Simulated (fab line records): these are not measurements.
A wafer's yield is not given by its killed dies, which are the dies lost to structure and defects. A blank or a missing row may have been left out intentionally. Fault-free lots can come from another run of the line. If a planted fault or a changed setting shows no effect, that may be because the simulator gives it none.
Matching of chambers    flow n5_finfet    N5_FIN_CUT_ETCH_30 on rie_diel-01 has 4 sister chambers
The step etches underlayer in N2/H2, target depth 13 nm, time 10.4 s. 30 wafers are shown with their chamber, then 12 later ones without.

== WAFERS PAIRED WITH THEIR CHAMBERS ==
wafer   chamber  drypump_motor_current_A (A)  showerhead_plenum_p_Torr (Torr)  throttle_valve_pct (%)
L074.3  2        5.7                          2.51                             18.10
L074.5  1        6.6                          2.42                             17.47
L074.6  2        5.7                          2.51                             18.10
L075.2  3        6.6                          2.67                             18.12
L075.4  2        5.7                          2.50                             18.09
L075.6  2        5.7                          2.51                             18.13
L076.1  1        6.6                          2.42                             17.51
L076.4  3        6.6                          2.67                             18.13
L076.5  3        6.6                          2.67                             18.09
L079.1  3        6.6                          2.67                             18.13
L079.2  2        5.7                          2.50                             18.12
L079.3  1        6.6                          2.42                             17.51
L081.1  1        6.6                          2.41                             17.54
L081.2  3        6.6                          2.66                             18.13
L081.5  3        6.6                          2.66                             18.14
L082.1  2        5.7                          2.50                             18.15
L082.2  1        6.6                          2.41                             17.51
L082.3  3        6.6                          2.66                             18.13
L082.4  1        6.6                          2.41                             17.52
L082.5  2        5.7                          2.50                             18.15
L082.6  3        6.6                          2.66                             18.13
L083.2  1        6.6                          2.41                             17.52
L083.4  3        6.6                          2.66                             18.13
L083.6  0        5.6                          2.59                             17.41
L086.2  0        5.5                          2.59                             17.42
L086.3  3        6.6                          2.66                             18.16
L086.5  2        5.7                          2.49                             18.14
L088.1  0        5.5                          2.59                             17.41
L088.2  2        5.7                          2.49                             18.15
L088.3  1        6.6                          2.41                             17.54

SIGNATURES (averages over the wafers above)
reading                   chamber 0  chamber 1  chamber 2  chamber 3  scatter within a chamber
drypump_motor_current_A   5.533      6.600      5.700      6.600      0.016
showerhead_plenum_p_Torr  2.5900     2.4138     2.5011     2.6640     0.00594
throttle_valve_pct        17.4133    17.5150    18.1256    18.1290    0.0204
Rule: a wafer's distance from a chamber is the root of the sum, over the readings, of the square of ((its reading less the chamber's mean) divided by the reading's scatter). If the next closest chamber is less than 2 further off than the closest, the wafer can't be placed; otherwise it belongs to the closest. The scatter is the square root of a quotient: the sum, over the shown wafers, of each reading's squared deviation from its chamber's mean, divided by wafers minus chambers.

== WAFERS WITH NO CHAMBER GIVEN ==
wafer   drypump_motor_current_A (A)  showerhead_plenum_p_Torr (Torr)  throttle_valve_pct (%)
L088.4  6.6                          2.66                             18.15
L088.5  6.6                          2.41                             17.52
L088.6  5.6                          2.59                             17.43
L090.3  6.6                          2.66                             18.17
L090.4  6.6                          2.41                             17.54
L090.6  6.6                          2.41                             17.52
L091.1  5.5                          2.59                             17.41
L091.5  5.5                          2.59                             17.44
L091.6  6.6                          2.41                             17.53
L097.1  5.7                          2.49                             18.18
L097.5  6.6                          2.40                             17.54
L097.6  5.6                          2.58                             17.44

== WHICH CHAMBER EACH WENT THROUGH ==
wafer   from the rows above  in truth
L088.4  3                    3
L088.5  1                    1
L088.6  0                    0
L090.3  3                    3
L090.4  1                    1
L090.6  1                    1
L091.1  0                    0
L091.5  0                    0
L091.6  1                    1
L097.1  2                    2
L097.5  1                    1
L097.6  0                    0
12 of 12 placed correctly. From these rows, 0 cannot be placed. Placed wrongly: 0.
